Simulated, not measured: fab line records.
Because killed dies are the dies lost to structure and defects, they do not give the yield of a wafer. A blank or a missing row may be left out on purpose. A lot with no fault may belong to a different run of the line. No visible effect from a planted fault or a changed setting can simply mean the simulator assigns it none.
Matching of chambers || flow n5-finfet || N5_BEOL_M4_PECVD_72 on pecvd-04 has 3 sister chambers
The step deposits SiO2 from TEOS/O2, target thk 16 nm, time 18 s. 16 wafers are shown with their chamber, then 8 later ones without.

== WAFERS WITH THEIR CHAMBER ==
{"wafer": "L076.1", "chamber": 0, "throttle-valve-pct (%)": 24.8, "showerhead-plenum-p-Torr (Torr)": 8.71, "heater-power-w (W)": 697}
{"wafer": "L076.4", "chamber": 2, "throttle-valve-pct (%)": 21.7, "showerhead-plenum-p-Torr (Torr)": 8.72, "heater-power-w (W)": 655}
{"wafer": "L076.6", "chamber": 0, "throttle-valve-pct (%)": 24.7, "showerhead-plenum-p-Torr (Torr)": 8.68, "heater-power-w (W)": 715}
{"wafer": "L075.2", "chamber": 0, "throttle-valve-pct (%)": 24.8, "showerhead-plenum-p-Torr (Torr)": 8.73, "heater-power-w (W)": 580}
{"wafer": "L075.5", "chamber": 2, "throttle-valve-pct (%)": 21.8, "showerhead-plenum-p-Torr (Torr)": 8.69, "heater-power-w (W)": 678}
{"wafer": "L075.6", "chamber": 1, "throttle-valve-pct (%)": 22.0, "showerhead-plenum-p-Torr (Torr)": 8.90, "heater-power-w (W)": 747}
{"wafer": "L077.1", "chamber": 2, "throttle-valve-pct (%)": 21.6, "showerhead-plenum-p-Torr (Torr)": 8.70, "heater-power-w (W)": 593}
{"wafer": "L077.4", "chamber": 0, "throttle-valve-pct (%)": 24.8, "showerhead-plenum-p-Torr (Torr)": 8.71, "heater-power-w (W)": 703}
{"wafer": "L077.5", "chamber": 2, "throttle-valve-pct (%)": 21.5, "showerhead-plenum-p-Torr (Torr)": 8.71, "heater-power-w (W)": 604}
{"wafer": "L079.2", "chamber": 1, "throttle-valve-pct (%)": 22.1, "showerhead-plenum-p-Torr (Torr)": 8.95, "heater-power-w (W)": 733}
{"wafer": "L079.4", "chamber": 0, "throttle-valve-pct (%)": 25.0, "showerhead-plenum-p-Torr (Torr)": 8.73, "heater-power-w (W)": 569}
{"wafer": "L079.6", "chamber": 1, "throttle-valve-pct (%)": 22.2, "showerhead-plenum-p-Torr (Torr)": 8.89, "heater-power-w (W)": 759}
{"wafer": "L084.1", "chamber": 1, "throttle-valve-pct (%)": 22.1, "showerhead-plenum-p-Torr (Torr)": 8.90, "heater-power-w (W)": 662}
{"wafer": "L084.2", "chamber": 2, "throttle-valve-pct (%)": 21.7, "showerhead-plenum-p-Torr (Torr)": 8.72, "heater-power-w (W)": 637}
{"wafer": "L084.5", "chamber": 1, "throttle-valve-pct (%)": 22.1, "showerhead-plenum-p-Torr (Torr)": 8.91, "heater-power-w (W)": 671}
{"wafer": "L092.2", "chamber": 2, "throttle-valve-pct (%)": 22.1, "showerhead-plenum-p-Torr (Torr)": 8.71, "heater-power-w (W)": 542}

SIGNATURES, as means of the wafers listed above
{"reading": "throttle-valve-pct", "chamber 0": 24.820, "chamber 1": 22.100, "chamber 2": 21.733, "scatter within a chamber": 0.147}
{"reading": "showerhead-plenum-p-Torr", "chamber 0": 8.7120, "chamber 1": 8.9100, "chamber 2": 8.7083, "scatter within a chamber": 0.0187}
{"reading": "heater-power-w", "chamber 0": 652.80, "chamber 1": 714.40, "chamber 2": 618.17, "scatter within a chamber": 55.9}
Rule: a wafer lies at a distance from a chamber equal to the root of the sum of squares, over the readings, of (its reading less the chamber's mean, divided by the reading's scatter). If the next closest chamber is less than 2 further off than the closest, the wafer can't be placed; otherwise it belongs to the closest. The scatter is the square root of a quotient: the sum, over the shown wafers, of each reading's squared deviation from its chamber's mean, divided by wafers minus chambers.

== WAFERS WITHOUT THEIR CHAMBER ==
{"wafer": "L092.4", "throttle-valve-pct (%)": 25.3, "showerhead-plenum-p-Torr (Torr)": 8.72, "heater-power-w (W)": 680}
{"wafer": "L092.5", "throttle-valve-pct (%)": 22.2, "showerhead-plenum-p-Torr (Torr)": 8.91, "heater-power-w (W)": 781}
{"wafer": "L095.1", "throttle-valve-pct (%)": 22.2, "showerhead-plenum-p-Torr (Torr)": 8.92, "heater-power-w (W)": 732}
{"wafer": "L095.3", "throttle-valve-pct (%)": 25.2, "showerhead-plenum-p-Torr (Torr)": 8.71, "heater-power-w (W)": 696}
{"wafer": "L095.6", "throttle-valve-pct (%)": 21.9, "showerhead-plenum-p-Torr (Torr)": 8.71, "heater-power-w (W)": 536}
{"wafer": "L097.1", "throttle-valve-pct (%)": 25.5, "showerhead-plenum-p-Torr (Torr)": 8.69, "heater-power-w (W)": 633}
{"wafer": "L097.2", "throttle-valve-pct (%)": 21.9, "showerhead-plenum-p-Torr (Torr)": 8.93, "heater-power-w (W)": 713}
{"wafer": "L097.3", "throttle-valve-pct (%)": 22.0, "showerhead-plenum-p-Torr (Torr)": 8.71, "heater-power-w (W)": 655}

== CHAMBER TAKEN BY EACH ==
{"wafer": "L092.4", "from the rows above": 0, "in truth": 0}
{"wafer": "L092.5", "from the rows above": 1, "in truth": 1}
{"wafer": "L095.1", "from the rows above": 1, "in truth": 1}
{"wafer": "L095.3", "from the rows above": 0, "in truth": 0}
{"wafer": "L095.6", "from the rows above": 2, "in truth": 2}
{"wafer": "L097.1", "from the rows above": 0, "in truth": 0}
{"wafer": "L097.2", "from the rows above": 1, "in truth": 1}
{"wafer": "L097.3", "from the rows above": 2, "in truth": 2}
8 of 8 placed correctly. Left unplaced by these rows: 0. Number placed wrongly: 0.
